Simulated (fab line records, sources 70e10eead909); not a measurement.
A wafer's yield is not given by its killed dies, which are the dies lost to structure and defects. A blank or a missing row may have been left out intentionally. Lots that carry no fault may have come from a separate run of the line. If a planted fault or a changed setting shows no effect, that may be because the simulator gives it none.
Struck lot and sound lot, side by side :: flow nandHarc :: 14 out of 1302 route steps
Sound: wafers L369.2, L369.4, L369.5. Struck: wafers L360.3, L360.4, L360.6. The cause is given at the end.
Order at every step that has rows: each side's tool, ch and its chambers, its first start. Under that, the readings that differ: sound wafers :: struck wafers :: difference of the means :: sigmas: that difference in standard deviations of wafers without a fault.
alike: a reading whose means differ by less than 2 such deviations, as well as words and numbers matching on both sides. not compared: withheld readings; readings where some wafer has no value; bounds like >300 that might hide an equal value; numbers whose values overlap and for which the record gives no deviation.
Wherever a step has rows on one side only, a row that says differs or no value, or a row with sigmas, the two part there. Numbers that don't overlap but have no deviation are shown without sigmas and don't part them. A reading missing from all wafers of one side parts the sides only when that side holds two or more wafers.

NHARC_A_CHANNEL_FILL_D1_ALD_02: deposits SiO2, target thk 6 nm, pulse time 10 s, ald cycles 60.
  sound on aldHk-01 ch 0,2, day 18 01:46; struck on aldHk-02 ch 0,1,3, day 14 03:53
  alike: heaterPowerW, precursorPulseHeightRel, susceptorTempC
then, 1 step without rows for these wafers: NHARC_A_CHANNEL_FILL_D1_ALD_03 (deposits SiNx, target thk 6 nm, pulse time 60 s, ald cycles 58).
NHARC_A_CHANNEL_FILL_D1_ALD_14: deposits SiO2, target thk 2.5 nm, pulse time 10 s, ald cycles 25.
  sound on aldHk-04 ch 1,2,3, day 18 07:36; struck on aldHk-01 ch 0,1, day 14 12:03
reading: susceptorTempC (C)
sound: 300.16 300.10 300.10
struck: - - -
difference: no value on the struck wafers
sigmas: 
  alike: heaterPowerW, precursorPulseHeightRel
NHARC_A_CHANNEL_FILL_D1_ALD_15: deposits SiNx, target thk 2 nm, pulse time 60 s, ald cycles 19.
  sound on aldSinBatch-01 ch 0; struck on aldSinBatch-01 ch 0
  alike: precursorPulseHeightRel, susceptorTempC
then, 3 steps without rows for these wafers: NHARC_A_CHANNEL_FILL_D1_ALD_16 (deposits SiO2, target thk 1.5 nm, pulse time 10 s, ald cycles 15); NHARC_A_CHANNEL_FILL_D1_ANNEAL_17 (time 1800 s); NHARC_A_CHANNEL_FILL_D1_CVD_18 (deposits poly-Si, target thk 3 nm).
NHARC_A_CHANNEL_FILL_D1_ETCHBACK_19: etches the open film in HBr/Cl2, target depth 5 nm, time 1.7 s.
  sound on rieSi-01 ch 0,2,3, day 19 02:32; struck on rieSi-02 ch 1,2,3, day 15 05:01
  alike: drypumpMotorCurrentA, heBacksideLeakSccm, oesProductAu, throttleValvePct
  not compared: rfHoursCounterH
then, 1 step without rows for these wafers: NHARC_A_CHANNEL_FILL_D1_ETCHBACK_20 (etches the open film in C4F8/O2/Ar, target depth 27 nm, time 13.5 s).
NHARC_A_CHANNEL_FILL_D1_STRIP_28: strips in O2, time 20 s.
  sound on rieDiel-12 ch 0,3, day 19 02:45; struck on rieDiel-09 ch 0,1, day 15 05:14
  alike: drypumpMotorCurrentA, oesProductAu, rfVppV, showerheadPlenumPTorr, throttleValvePct
  not compared: rfHoursCounterH
then, 2 steps without rows for these wafers: NHARC_A_CHANNEL_FILL_D1_PRECLEAN_21 (cleans in dHF, time 30 s); NHARC_A_CHANNEL_FILL_D1_SRD_23.
NHARC_A_CHANNEL_FILL_D1_CVD_05: deposits poly-Si, target thk 5 nm.
  sound on lpcvdPoly-04 ch 0, day 19 05:13; struck on lpcvdPoly-01, day 15 07:49
  no value came back on the struck wafers for spikeTcBottomC (C), spikeTcCentreC (C), zonePowerTopPct (%); on the sound wafers spikeTcBottomC (C) reads 576.6 575.5 574.7
then, 1 step without rows for these wafers: NHARC_A_CHANNEL_FILL_D1_ANNEAL_22 (time 7200 s).

== WHERE THEY PART ==
First at NHARC_A_CHANNEL_FILL_D1_ALD_14; last, within this record, at NHARC_A_CHANNEL_FILL_D1_CVD_05.

WHY: the cause the simulator had injected
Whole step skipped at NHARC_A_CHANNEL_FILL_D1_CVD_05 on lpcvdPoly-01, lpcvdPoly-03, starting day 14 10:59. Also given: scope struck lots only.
